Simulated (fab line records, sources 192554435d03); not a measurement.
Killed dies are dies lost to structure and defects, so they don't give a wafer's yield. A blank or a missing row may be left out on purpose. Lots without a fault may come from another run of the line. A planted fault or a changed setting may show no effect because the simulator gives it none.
fab line records | flow n5_finfet
record lots=24 wafers=72 last_day=18
route steps=1938 shown ILD0@338 SDB@358 HKMG_FIN@388
lots that met no fault: from a run of the same line without faults
start_h: hours from the record's first day to the start of the lot's first wafer shown | wait_h: hours since the lot's step before | " the same as in the row above | L1.1+2: a row that stands for several wafers | - no value, or no start given | * or withheld: withheld | < > ~ a bound
route shown NAME@n: a module of which the file shows steps, and the number in the route of the first | usual: mean/standard deviation of fault-free wafers | same: alike in all rows | chamber/n: place in a boat | sites: the reading at each site | _std_site: their standard deviation | _edge_site: outer sites' mean less inner sites' | radius_mm: how far each site lies from the wafer's centre | mask NAME#n: copy n | behind: the tool/chamber that last shaped the wafer | hold: why the lot was held/for how many hours/how that ended | device: the transistor (n, p or np) that didn't switch | end of line: the same wafers' tests at the end of the route | a step without rows: its recipe alone | killed: dies lost to structure and defects at the first sort, not the wafer's yield | map: a wafer's dies, x killed, . not, _ none there
set.NAME: the setting as run; set.NAME@STEP: as run at that earlier step | model.NAME: the simulator's own value behind a step, which no gauge read
steps of the route over a sample of lots; a table a step, a row a wafer
services: from which hour (start_h, from the record's first day; less than 0 if before it) a tool's chamber was out of use, for how many hours, and why
## steps
# step N5_ILD0_CMP_03
# recipe stop_on=SiNx t_overpolish_s=1.9 post_cmp_clean=alkaline_brush down_force_psi=4.1491 platen_rpm=51.796 pad_velocity_m_s=1.0306 target_thk_nm=197.38
# usual motor_current_A=12.5/1.6 overpolish_run_s=1.900/0.0093 pad_life_wafers=997/530 slurry_filter_dp_kPa=13.48/0.14 time_to_endpoint_s=71/4.5
# columns lot.wafer tool chamber start_h wait_h motor_current_A overpolish_run_s pad_life_wafers slurry_filter_dp_kPa time_to_endpoint_s
L074.4 cmp-02 2 61.35 0.1 10.5 1.891 1497 13.37 74
L074.5 " 3 " " 13.7 1.875 - 13.23 70
L074.6 " 0 " " 15.6 1.909 - 13.34 71
L075.4 cmp-03 0 67.46 0.0 11.3 1.892 930 13.49 74
L075.3 " 1 " " 12.1 1.912 931 13.55 68
L075.5 " 1 " " 13.0 1.876 - 13.15 71
L076.2 cmp-03 3 74.13 0.0 12.2 1.900 990 13.55 72
L076.4 " 0 " " 11.0 1.903 991 13.38 72
L076.3 " 2 " " 11.2 1.911 993 13.31 69
L077.3 cmp-04 3 81.77 0.0 15.4 1.904 330 13.56 75
L077.4 " 2 " " 14.2 1.904 333 13.54 71
L077.5 " 3 " " 15.2 1.903 - 13.65 71
L078.4 cmp-03 3 83.93 0.1 12.3 1.896 1081 13.37 73
L078.1 " 0 " " 11.2 1.912 1082 13.90 80
L078.2 " 1 " " 12.3 1.910 1083 13.69 76
L079.1 cmp-04 1 93.87 0.1 9.9 1.896 439 13.38 62
L079.3 " 2 " " 13.9 1.897 440 13.65 73
L079.4 " 3 " " 14.9 1.885 441 13.34 76
L080.2 cmp-03 2 101.63 0.0 11.8 1.894 1224 13.68 74
L080.1 " 1 " " 12.5 1.911 1227 13.64 69
L080.5 " 3 " " 12.6 1.899 - 13.45 71
L081.2 cmp-02 2 104.19 0.0 10.6 1.901 1872 13.60 80
L081.3 " 0 " " 15.9 1.902 1874 13.71 72
L081.6 " 2 " " 10.3 1.909 - 13.51 80
L082.1 cmp-03 1 111.70 0.0 12.8 1.883 1314 13.36 71
L082.4 " 0 " " 11.7 1.897 1317 13.44 77
L082.5 " 2 " " 11.5 1.889 - 13.40 74
L083.3 cmp-03 1 113.93 0.1 12.5 1.908 1335 13.73 70
L083.5 " 2 " " 11.2 1.917 - 13.33 75
L083.6 " 3 " " 12.4 1.899 - 13.27 73
L084.3 cmp-03 1 121.45 0.1 12.8 1.914 1393 13.51 71
L084.4 " 2 " " 10.8 1.908 1394 13.57 72
L084.6 " 0 " " 11.5 1.889 - 13.56 75
L085.1 cmp-03 1 127.75 0.1 13.3 1.915 1453 13.36 67
L085.3 " 2 " " 10.9 1.902 1454 13.51 72
L085.5 " 1 " " 12.6 1.918 - 13.32 69
L086.1 cmp-03 3 134.92 0.5 11.8 1.909 1542 13.43 69
L086.2 " 2 " " 11.6 1.904 1545 13.50 70
L086.6 " 0 " " 11.6 1.901 - 13.64 72
L087.1 cmp-03 1 143.95 0.1 12.0 1.896 1651 13.75 67
L087.6 " 0 " " 11.2 1.904 - 13.34 74
L087.5 " 1 " " 12.5 1.891 - 13.69 72
L088.2 cmp-02 0 146.26 0.0 15.4 1.919 96 13.15 59
L088.1 " 2 " " 10.5 1.901 98 13.51 72
L088.5 " 0 " " 15.4 1.904 - 13.37 60
L089.3 cmp-04 1 153.53 0.1 10.3 1.903 829 13.46 66
L089.5 " 0 " " 12.5 1.892 - 13.42 74
L089.6 " 1 " " 10.3 1.898 - 13.45 69
L090.1 cmp-02 0 157.91 0.0 16.1 1.900 204 13.43 61
L090.4 " 1 " " 11.9 1.888 205 13.71 65
L090.5 " 0 " " 15.6 1.900 - 13.63 62
L091.2 cmp-04 1 164.24 0.1 10.2 1.897 919 13.41 63
L091.3 " 3 " " 15.5 1.898 921 13.54 77
L091.5 " 0 " " 11.7 1.907 - 13.67 76
L092.1 cmp-04 1 168.37 0.0 10.3 1.893 954 13.43 64
L092.4 " 2 " " 14.7 1.901 955 13.47 73
L092.6 " 2 " " 14.5 1.900 - 13.46 74
L093.1 cmp-02 2 177.19 0.1 10.0 1.895 362 13.61 72
L093.2 " 3 " " 13.4 1.903 363 13.59 71
L093.6 " 1 " " 11.9 1.906 - 13.50 64
L094.3 cmp-02 3 183.39 0.2 13.5 1.877 409 13.30 70
L094.4 " 0 " " 15.4 1.894 410 13.65 68
L094.6 " 3 " " 13.2 1.908 - 13.47 69
L095.1 cmp-03 0 189.71 0.0 11.8 1.908 2010 13.54 78
L095.6 " 0 " " 11.6 1.898 - 13.44 81
L095.5 " 1 " " 12.3 1.897 - 13.63 74
L096.2 cmp-02 0 192.40 0.0 15.6 1.893 498 13.53 65
L096.1 " 1 " " 12.1 1.900 499 13.47 66
L096.4 " 2 " " 10.1 1.900 500 13.58 70
L097.3 cmp-02 0 201.55 0.1 16.0 1.903 571 13.34 67
L097.4 " 1 " " 12.5 1.908 572 13.80 69
L097.6 " 3 " " 13.7 1.884 - 13.51 71
# step N5_SDB_INSPECT_13
# recipe mode=adi inspect_instrument=brightfield
# usual raw_defect_count=66/30
# columns lot.wafer tool chamber start_h wait_h raw_defect_count
L074.4 defect_inspect-02 - 65.54 0.0 62
L074.5 " - " " 43
L074.6 " - " " 40
L075.3 defect_inspect-02 - 71.86 0.0 69
L075.4 " - " " 96
L075.5 " - " " 106
L076.2 defect_inspect-01 - 78.40 0.0 52
L076.3 " - " " 37
L076.4 " - " " 40
L077.3 defect_inspect-01 - 86.17 0.0 88
L077.4 " - " " 82
L077.5 " - " " 81
L078.1 defect_inspect-01 - 88.30 0.0 81
L078.2 " - " " 64
L078.4 " - " " 60
L079.1 defect_inspect-01 - 98.36 0.0 52
L079.3 " - " " 27
L079.4 " - " " 33
L080.1 defect_inspect-02 - 106.03 0.0 47
L080.2 " - " " 46
L080.5 " - " " 54
L081.2 defect_inspect-02 - 108.60 0.0 60
L081.3 " - " " 54
L081.6 " - " " 39
L082.1 defect_inspect-02 - 116.09 0.0 73
L082.4 " - " " 66
L082.5 " - " " 64
L083.3 defect_inspect-01 - 118.09 0.0 51
L083.5 " - " " 55
L083.6 " - " " 34
L084.3 defect_inspect-02 - 125.69 0.0 129
L084.4 " - " " 89
L084.6 " - " " 80
L085.1 defect_inspect-01 - 132.11 0.0 40
L085.3 " - " " 91
L085.5 " - " " 114
L086.1 defect_inspect-02 - 139.73 0.0 78
L086.2 " - " " 76
L086.6 " - " " 104
L087.1 defect_inspect-01 - 148.31 0.0 78
L087.5 " - " " 18
L087.6 " - " " 34
L088.1 defect_inspect-02 - 150.55 0.0 94
L088.2 " - " " 80
L088.5 " - " " 74
L089.3 defect_inspect-02 - 157.88 0.0 31
L089.5 " - " " 29
L089.6 " - " " 50
L090.1 defect_inspect-02 - 162.84 0.0 70
L090.4 " - " " 83
L090.5 " - " " 32
L091.2 defect_inspect-02 - 168.63 0.0 66
L091.3 " - " " 87
L091.5 " - " " 122
L092.1 defect_inspect-02 - 172.64 0.0 63
L092.4 " - " " 26
L092.6 " - " " 56
L093.1 defect_inspect-02 - 181.43 0.0 34
L093.2 " - " " 34
L093.6 " - " " 34
L094.3 defect_inspect-02 - 188.04 0.0 86
L094.4 " - " " 59
L094.6 " - " " 36
L095.1 defect_inspect-02 - 194.95 0.2 44
L095.5 " - " " 38
L095.6 " - " " 57
L096.1 defect_inspect-02 - 196.83 0.0 113
L096.2 " - " " 79
L096.4 " - " " 51
L097.3 defect_inspect-02 - 206.42 0.0 81
L097.4 " - " " 132
L097.6 " - " " 68
# step N5_SDB_HM_OPEN_20
# recipe chemistry=CH3F/O2 target=SiNx mask_material=SOC target_depth_a=240 stop_on=poly-Si over_etch_frac=0.4 ion_energy_ev=120 pressure_mtorr=30 source_w=395 bias_w=73 Ar_flow_sccm=150 CH3F_flow_sccm=30 O2_flow_sccm=20
# usual drypump_motor_current_A=5.6/0.52 oes_product_au=0.62/0.067 rf_vpp_V=296/6 showerhead_plenum_p_Torr=2.00/0.076 throttle_valve_pct=16.33/0.2
# columns lot.wafer tool chamber start_h wait_h drypump_motor_current_A oes_product_au rf_hours_counter_h rf_vpp_V showerhead_plenum_p_Torr throttle_valve_pct
L074.4 rie_diel-03 3 65.83 0.0 6.4 0.66 - 294 1.93 16.44
L074.5 " 1 " " 5.4 0.59 - 295 1.98 16.35
L074.6 " 0 " " 5.2 0.58 - 297 1.92 16.55
L075.3 rie_diel-03 0 72.13 0.0 5.2 0.58 226 294 1.92 16.52
L075.4 " 0 " " 5.2 0.59 - 296 1.92 16.53
L075.5 " 3 " " 6.4 0.66 - 293 1.93 16.44
L076.2 rie_diel-01 3 79.04 0.0 5.7 0.55 230 299 1.97 16.35
L076.3 " 1 " " 5.9 0.60 140 305 2.07 16.35
L076.4 " 0 " " 6.0 0.59 170 304 2.07 16.35
L077.3 rie_diel-03 1 86.59 0.0 5.4 0.58 245 294 1.98 16.37
L077.4 " 1 " " 5.4 0.58 - 294 1.98 16.36
L077.5 " 3 " " 6.4 0.65 - 293 1.93 16.45
L078.1 rie_diel-01 1 88.56 0.0 5.9 0.61 143 307 2.07 16.34
L078.2 " 0 " " 6.0 0.59 173 305 2.07 16.35
L078.4 " 3 " " 5.7 0.56 233 301 1.97 16.35
L079.1 rie_diel-03 3 98.76 0.0 6.5 0.63 97 293 1.93 16.46
L079.3 " 2 " " 4.7 0.57 216 291 1.97 16.30
L079.4 " 0 " " 5.2 0.57 - 295 1.92 16.58
L080.1 rie_diel-03 0 106.29 0.0 5.2 0.56 243 295 1.92 16.58
L080.2 " 3 " " 6.5 0.64 100 293 1.93 16.48
L080.5 " 0 " " 5.2 0.57 - 296 1.92 16.59
L081.2 rie_diel-01 3 108.86 0.0 5.7 0.56 242 302 1.96 16.37
L081.3 " 0 " " 6.0 0.59 181 307 2.07 16.35
L081.6 " 3 " " 5.7 0.56 - 300 1.96 16.36
L082.1 rie_diel-01 2 116.38 0.0 5.5 0.58 249 291 1.89 16.32
L082.4 " 1 " " 5.9 0.62 155 307 2.07 16.37
L082.5 " 2 " " 5.5 0.58 - 290 1.89 16.33
L083.3 rie_diel-03 3 118.69 0.0 6.5 0.64 105 293 1.92 16.48
L083.5 " 3 " " 6.5 0.65 - 293 1.92 16.49
L083.6 " 2 " " 4.7 0.57 - 294 1.97 16.32
L084.3 rie_diel-05 1 126.05 0.0 5.4 0.60 166 290 1.98 16.43
L084.4 " 2 " " 6.3 0.59 180 285 1.92 16.60
L084.6 " 0 " " 5.2 0.60 - 287 1.99 16.12
L085.1 rie_diel-01 1 132.45 0.0 5.9 0.61 162 305 2.07 16.38
L085.3 " 3 " " 5.7 0.55 253 302 1.96 16.38
L085.5 " 0 " " 6.0 0.60 - 303 2.07 16.37
L086.1 rie_diel-03 3 140.00 0.0 6.4 0.64 116 293 1.92 16.52
L086.2 " 1 " " 5.4 0.75 12 294 1.97 15.85
L086.6 " 3 " " 6.4 0.66 - 292 1.92 16.51
L087.1 rie_diel-01 0 148.57 0.0 6.0 0.59 198 304 2.06 16.42
L087.5 " 0 " " 6.0 0.59 - 303 2.06 16.38
L087.6 " 1 " " 5.9 0.61 - 307 2.06 16.40
L088.1 rie_diel-01 1 150.81 0.0 5.9 0.58 170 307 2.06 16.41
L088.2 " 2 " " 5.5 0.78 6 295 2.13 15.88
L088.5 " 1 " " 5.9 0.59 - 308 2.06 16.40
L089.3 rie_diel-05 2 158.14 0.0 6.2 0.59 190 285 1.91 16.61
L089.5 " 3 " " 4.8 0.61 - 298 2.07 16.33
L089.6 " 2 " " 6.3 0.59 - 286 1.91 16.62
L090.1 rie_diel-03 1 163.22 0.0 5.4 0.72 22 295 1.97 15.89
L090.4 " 3 " " 6.4 0.62 124 294 1.92 16.51
L090.5 " 1 " " 5.4 0.74 - 293 1.97 15.88
L091.2 rie_diel-01 1 169.27 0.0 5.9 0.60 178 307 2.06 16.43
L091.3 " 2 " " 5.6 0.77 12 295 2.13 15.88
L091.5 " 1 " " 5.9 0.60 - 306 2.06 16.42
L092.1 rie_diel-01 1 172.91 0.0 5.9 0.59 180 305 2.06 16.41
L092.4 " 2 " " 5.6 0.76 - 296 2.13 15.90
L092.6 " 0 " " 6.0 0.58 - 304 2.06 16.42
L093.1 rie_diel-03 0 181.70 0.0 5.2 0.75 13 300 2.16 16.18
L093.2 " 3 " " 6.4 0.61 130 293 1.92 16.54
L093.6 " 3 " " 6.4 0.62 - 293 1.92 16.55
L094.3 rie_diel-05 1 188.30 0.0 5.4 0.60 186 290 1.97 16.47
L094.4 " 3 " " 4.8 0.60 193 296 2.07 16.36
L094.6 " 0 " " 5.2 0.60 - 287 1.98 16.19
L095.1 rie_diel-03 1 195.27 0.0 5.4 0.70 33 294 1.96 15.91
L095.5 " 3 " " 6.5 0.62 - 294 1.91 16.54
L095.6 " 0 " " 5.2 0.73 - 300 2.16 16.19
L096.1 rie_diel-05 1 197.10 0.0 5.4 0.59 189 290 1.97 16.44
L096.2 " 0 " " 5.2 0.58 192 286 1.98 16.17
L096.4 " 3 " " 4.8 0.59 197 297 2.07 16.34
L097.3 rie_diel-03 1 206.82 0.0 5.4 0.69 37 294 1.96 15.92
L097.4 " 2 " " 4.7 0.81 2 292 1.96 15.90
L097.6 " 1 " " 5.4 0.70 - 295 1.96 15.92
# step N5_HKMG_FIN_ALD_74
# recipe material=La2O3 target_thk_a=5 temp_c=250 ald_precursor_family=La-Cp ald_co_reactant=O3 pulse_time_s=6 co_reactant_pulse_time_s=1 purge_time_s=3 co_reactant_purge_time_s=3
# usual heater_power_w=343/34 precursor_pulse_height_rel=0.999/0.02
# same pulse_time_s=6
# columns lot.wafer tool chamber start_h wait_h heater_power_w precursor_pulse_height_rel
L074.4 ald_hk-03 3 70.61 0.1 303 0.962
L074.5 " 0 " " 301 1.009
L074.6 " 3 " " 301 0.970
L075.3 ald_hk-03 1 76.86 0.1 301 0.997
L075.4 " 3 " " 301 1.020
L075.5 " 0 " " 303 0.995
L076.2 ald_hk-01 0 83.83 0.2 355 1.009
L076.3 " 2 " " 355 0.977
L076.4 " 1 " " 335 0.994
L077.3 ald_hk-01 0 92.10 0.1 341 1.023
L077.4 " 1 " " 323 0.963
L077.5 " 1 " " 326 1.042
L078.1 ald_hk-01 1 93.99 0.2 329 0.976
L078.2 " 0 " " 343 0.985
L078.4 " 2 " " 359 0.960
L079.1 ald_hk-02 0 103.80 0.2 353 0.997
L079.3 " 3 " " 376 0.993
L079.4 " 2 " " 364 1.003
L080.1 ald_hk-03 2 110.90 0.2 348 1.025
L080.2 " 3 " " 303 0.988
L080.5 " 2 " " 348 0.990
L081.2 ald_hk-03 1 113.63 0.2 298 1.000
L081.3 " 0 " " 303 0.997
L081.6 " 3 " " 296 1.002
L082.1 ald_hk-03 1 121.63 0.2 309 0.998
L082.4 " 2 " " 342 1.021
L082.5 " 3 " " 299 0.997
L083.3 ald_hk-02 3 123.68 0.1 382 0.994
L083.5 " 0 " " 359 1.027
L083.6 " 3 " " 369 1.001
L084.3 ald_hk-02 1 130.66 0.1 326 1.038
L084.4 " 2 " " 344 0.972
L084.6 " 1 " " 340 0.999
L085.1 ald_hk-01 2 137.45 0.2 367 1.021
L085.3 " 1 " " 332 0.978
L085.5 " 0 " " 345 1.004
L086.1 ald_hk-01 3 144.87 0.2 409 0.975
L086.2 " 0 " " 334 1.012
L086.6 " 2 " " 364 0.997
L087.1 ald_hk-01 1 153.94 0.2 339 0.979
L087.5 " 2 " " 372 0.982
L087.6 " 1 " " 333 0.997
L088.1 ald_hk-03 2 155.64 0.2 348 0.999
L088.2 " 3 " " 304 1.002
L088.5 " 2 " " 354 1.007
L089.3 ald_hk-03 1 163.03 0.1 306 1.021
L089.5 " 2 " " 350 0.996
L089.6 " 3 " " 313 0.972
L090.1 ald_hk-02 2 168.01 0.2 352 1.027
L090.4 " 3 " " 368 1.017
L090.5 " 2 " " 361 0.985
L091.2 ald_hk-01 0 174.02 0.2 362 0.971
L091.3 " 1 " " 335 0.986
L091.5 " 3 " " 418 0.977
L092.1 ald_hk-01 2 177.74 0.2 362 1.021
L092.4 " 1 " " 332 0.985
L092.6 " 2 " " 351 0.954
L093.1 ald_hk-03 1 186.85 0.2 312 0.993
L093.2 " 0 " " 302 0.970
L093.6 " 0 " " 308 0.993
L094.3 ald_hk-02 2 193.13 0.1 358 1.014
L094.4 " 1 " " 333 0.974
L094.6 " 3 " " 363 1.048
L095.1 ald_hk-01 2 199.98 0.2 372 0.995
L095.5 " 3 " " 419 0.995
L095.6 " 0 " " 351 1.007
L096.1 ald_hk-03 0 203.65 0.2 305 0.989
L096.2 " 1 " " 307 1.009
L096.4 " 3 " " 301 0.984
L097.3 ald_hk-03 1 211.52 0.1 308 1.031
L097.4 " 0 " " 303 1.000
L097.6 " 2 " " 346 1.001
# step N5_HKMG_FIN_OVL_MEAS_50
# recipe points_per_wafer=44
# usual NDIPOLE_OVL=-0.1/0.67
# columns lot.wafer tool chamber start_h wait_h NDIPOLE_OVL[nm]
L074.4 overlay-01 0 71.06 0.0 0.5
L074.5 " 0 " " -0.5
L074.6 " 0 " " -0.5
L075.3 overlay-01 0 77.31 0.0 0.0
L075.4 " 0 " " 0.3
L075.5 " 0 " " 0.2
L076.2 overlay-02 0 84.28 0.0 0.2
L076.3 " 0 " " 0.6
L076.4 " 0 " " -0.1
L077.3 overlay-01 0 92.67 0.0 -0.3
L077.4 " 0 " " 1.0
L077.5 " 0 " " 0.0
L078.1 overlay-01 0 94.56 0.0 -0.2
L078.2 " 0 " " 0.6
L078.4 " 0 " " -0.4
L079.1 overlay-01 0 104.37 0.0 -0.9
L079.3 " 0 " " -1.3
L079.4 " 0 " " -1.0
L080.1 overlay-02 0 111.48 0.0 -1.3
L080.2 " 0 " " -1.4
L080.5 " 0 " " -0.6
L081.2 overlay-02 0 114.08 0.0 -1.3
L081.3 " 0 " " -1.1
L081.6 " 0 " " -1.2
L082.1 overlay-02 0 122.21 0.0 -0.5
L082.4 " 0 " " -0.7
L082.5 " 0 " " -0.4
L083.3 overlay-02 0 124.26 0.0 1.1
L083.5 " 0 " " 0.8
L083.6 " 0 " " 0.3
L084.3 overlay-01 0 131.38 0.0 0.6
L084.4 " 0 " " 0.4
L084.6 " 0 " " 0.4
L085.1 overlay-01 0 138.02 0.0 0.1
L085.3 " 0 " " 0.0
L085.5 " 0 " " -0.6
L086.1 overlay-02 0 145.32 0.0 -0.5
L086.2 " 0 " " -0.6
L086.6 " 0 " " 0.2
L087.1 overlay-01 0 154.39 0.0 -1.0
L087.5 " 0 " " 0.1
L087.6 " 0 " " -1.0
L088.1 overlay-02 0 156.21 0.0 0.0
L088.2 " 0 " " 0.3
L088.5 " 0 " " 0.9
L089.3 overlay-01 0 163.61 0.0 -0.8
L089.5 " 0 " " 0.3
L089.6 " 0 " " -0.7
L090.1 overlay-01 0 168.58 0.0 0.3
L090.4 " 0 " " 0.2
L090.5 " 0 " " 0.4
L091.2 overlay-02 0 174.59 0.0 -0.1
L091.3 " 0 " " -1.6
L091.5 " 0 " " -0.9
L092.1 overlay-02 0 178.32 0.0 0.0
L092.4 " 0 " " 0.3
L092.6 " 0 " " -1.2
L093.1 overlay-02 0 187.30 0.0 -0.3
L093.2 " 0 " " -1.2
L093.6 " 0 " " -1.4
L094.3 overlay-02 0 193.58 0.0 -0.4
L094.4 " 0 " " 0.6
L094.6 " 0 " " 0.3
L095.1 overlay-02 0 200.55 0.0 0.7
L095.5 " 0 " " 1.0
L095.6 " 0 " " 0.7
L096.1 overlay-02 0 204.23 0.0 0.2
L096.2 " 0 " " -1.0
L096.4 " 0 " " -0.1
L097.3 overlay-01 0 212.11 0.0 0.0
L097.4 " 0 " " -0.4
L097.6 " 0 " " -0.6
# step N5_HKMG_FIN_STRIP_57
# recipe chemistry=CF4 resist=SiARC power_w=300 bias_power_w=75 pressure_mtorr=50 cf4_flow_sccm=150 rf_frequency_hz=6e+07
# usual drypump_motor_current_A=5.6/0.5 oes_product_au=0.77/0.088 rf_vpp_V=271.2/1.6 showerhead_plenum_p_Torr=1.79/0.064 throttle_valve_pct=13.54/0.25
# columns lot.wafer tool chamber start_h wait_h drypump_motor_current_A oes_product_au rf_hours_counter_h rf_vpp_V showerhead_plenum_p_Torr throttle_valve_pct
L074.4 rie_diel-03 3 71.41 0.0 6.4 0.79 - 271.0 1.75 13.71
L074.5 " 0 " " 5.2 0.69 - 269.1 1.71 13.66
L074.6 " 1 " " 5.4 0.70 - 269.3 1.75 13.53
L075.3 rie_diel-03 0 77.75 0.0 5.2 0.70 229 268.5 1.71 13.68
L075.4 " 3 " " 6.4 0.79 - 271.5 1.75 13.73
L075.5 " 1 " " 5.4 0.69 - 269.8 1.75 13.54
L076.2 rie_diel-05 1 84.62 0.0 5.4 0.75 153 270.4 1.76 13.57
L076.3 " 2 " " 6.2 0.73 164 270.1 1.73 13.78
L076.4 " 0 " " 5.2 0.73 154 270.6 1.79 13.43
L077.3 rie_diel-01 1 93.01 0.0 5.9 0.74 144 272.6 1.86 13.67
L077.4 " 0 " " 6.0 0.72 - 272.3 1.84 13.59
L077.5 " 3 " " 5.7 0.68 - 269.3 1.77 13.71
L078.1 rie_diel-03 3 94.92 0.0 6.5 0.79 94 269.2 1.75 13.74
L078.2 " 0 " " 5.2 0.69 237 267.7 1.70 13.70
L078.4 " 1 " " 5.4 0.69 - 271.9 1.75 13.55
L079.1 rie_diel-01 1 104.71 0.0 5.9 0.73 150 272.4 1.86 13.67
L079.3 " 2 " " 5.6 0.70 244 269.5 1.71 13.69
L079.4 " 1 " " 5.9 0.74 - 271.8 1.86 13.68
L080.1 rie_diel-05 1 112.01 0.0 5.4 0.74 161 272.0 1.76 13.58
L080.2 " 2 " " 6.2 0.71 175 270.7 1.73 13.80
L080.5 " 2 " " 6.2 0.71 - 271.2 1.73 13.80
L081.2 rie_diel-05 2 114.65 0.0 6.2 0.71 176 269.8 1.73 13.80
L081.3 " 1 " " 5.4 0.75 162 272.0 1.76 13.60
L081.6 " 3 " " 4.8 0.72 - 273.5 1.86 13.62
L082.1 rie_diel-03 3 122.55 0.0 6.4 0.76 107 269.3 1.74 13.76
L082.4 " 2 " " 4.7 0.69 226 270.7 1.77 13.64
L082.5 " 2 " " 4.7 0.70 - 271.8 1.77 13.65
L083.3 rie_diel-03 2 124.60 0.0 4.7 0.69 227 272.0 1.77 13.64
L083.5 " 3 " " 6.5 0.77 - 269.9 1.74 13.77
L083.6 " 2 " " 4.7 0.69 - 271.8 1.77 13.62
L084.3 rie_diel-01 3 131.72 0.0 5.7 0.66 252 270.4 1.77 13.74
L084.4 " 3 " " 5.7 0.66 - 271.2 1.77 13.74
L084.6 " 0 " " 6.0 0.71 - 272.4 1.84 13.60
L085.1 rie_diel-05 2 138.46 0.0 6.2 0.71 184 270.1 1.73 13.84
L085.3 " 1 " " 5.4 0.74 170 272.0 1.76 13.60
L085.5 " 0 " " 5.2 0.72 - 271.1 1.78 13.47
L086.1 rie_diel-01 0 145.77 0.0 6.0 0.70 197 273.7 1.84 13.62
L086.2 " 2 " " 5.5 0.96 3 273.9 1.92 13.16
L086.6 " 1 " " 5.9 0.72 - 271.5 1.85 13.71
L087.1 rie_diel-03 0 154.73 0.0 5.2 0.93 4 275.0 1.91 13.18
L087.5 " 1 " " 5.4 0.88 - 269.0 1.74 13.02
L087.6 " 2 " " 4.7 0.69 - 270.2 1.77 13.67
L088.1 rie_diel-01 1 156.55 0.0 5.9 0.71 173 273.4 1.85 13.72
L088.2 " 3 " " 5.7 0.96 1 270.7 1.77 13.16
L088.5 " 2 " " 5.5 0.94 - 273.1 1.92 13.18
L089.3 rie_diel-01 0 164.08 0.0 6.0 0.69 205 273.7 1.83 13.65
L089.5 " 3 " " 5.7 0.93 - 269.2 1.77 13.17
L089.6 " 2 " " 5.5 0.93 - 273.3 1.92 13.18
L090.1 rie_diel-03 2 168.92 0.0 4.7 0.68 245 270.3 1.77 13.71
L090.4 " 0 " " 5.2 0.91 10 273.1 1.91 13.20
L090.5 " 3 " " 6.4 0.76 - 268.7 1.74 13.82
L091.2 rie_diel-05 0 174.93 0.0 5.2 0.72 185 270.9 1.78 13.49
L091.3 " 3 " " 4.8 0.71 189 271.9 1.86 13.67
L091.5 " 1 " " 5.4 0.73 - 271.1 1.76 13.64
L092.1 rie_diel-01 3 178.67 0.0 5.7 0.93 7 271.2 1.77 13.17
L092.4 " 0 " " 6.0 0.69 211 272.4 1.83 13.68
L092.6 " 3 " " 5.7 0.92 - 272.5 1.77 13.17
L093.1 rie_diel-03 0 187.64 0.0 5.2 0.90 15 274.5 1.90 13.21
L093.2 " 3 " " 6.4 0.75 133 269.6 1.74 13.85
L093.6 " 0 " " 5.2 0.89 - 271.3 1.90 13.20
L094.3 rie_diel-03 0 194.11 0.0 5.2 0.89 18 273.0 1.90 13.23
L094.4 " 1 " " 5.4 0.85 - 269.6 1.74 13.05
L094.6 " 0 " " 5.2 0.88 - 274.8 1.90 13.21
L095.1 rie_diel-01 1 200.89 0.0 5.9 0.70 189 271.5 1.85 13.75
L095.5 " 1 " " 5.9 0.70 - 272.4 1.85 13.76
L095.6 " 2 " " 5.5 0.90 - 273.2 1.92 13.22
L096.1 rie_diel-05 2 205.09 0.0 6.2 0.69 204 270.5 1.72 13.88
L096.2 " 0 " " 5.2 0.71 194 271.4 1.78 13.52
L096.4 " 3 " " 4.8 0.71 199 271.9 1.86 13.67
L097.3 rie_diel-01 1 212.72 0.0 5.9 0.70 193 272.2 1.85 13.78
L097.4 " 3 " " 5.7 0.88 19 270.0 1.76 13.19
L097.6 " 2 " " 5.5 0.89 - 274.5 1.91 13.22
## services
# columns tool chamber start_h hours kind
cmp-04 - 39.21 0.7 repair
cmp-02 - 44.84 4.0 repair
rie_diel-01 0 55.61 8.9 repair
ald_hk-01 - 61.45 2.2 repair
rie_diel-03 2 62.77 34.7 repair
cmp-04 - 66.46 3.1 repair
rie_diel-05 - 71.97 0.2 repair
rie_diel-01 2 91.24 11.0 repair
ald_hk-03 - 92.49 2.0 repair
rie_diel-05 1 93.44 4.1 repair
ald_hk-02 - 95.00 6.0 pm
rie_diel-03 1 97.59 - clean
rie_diel-03 1 97.59 - consumable_replace:focus_ring
rie_diel-03 1 97.59 16.3 scheduled_down
rie_diel-03 1 97.59 16.3 vent_cycle
cmp-04 - 103.68 1.0 repair
rie_diel-03 0 123.05 - clean
rie_diel-03 0 123.05 - consumable_replace:focus_ring
rie_diel-03 0 123.05 - consumable_replace:showerhead
cmp-02 - 132.78 4.0 pm
cmp-04 - 140.01 3.1 pm
ald_hk-03 - 182.06 0.6 repair
cmp-04 - 184.81 5.6 repair
cmp-03 - 190.45 4.0 pm
## key
fault none
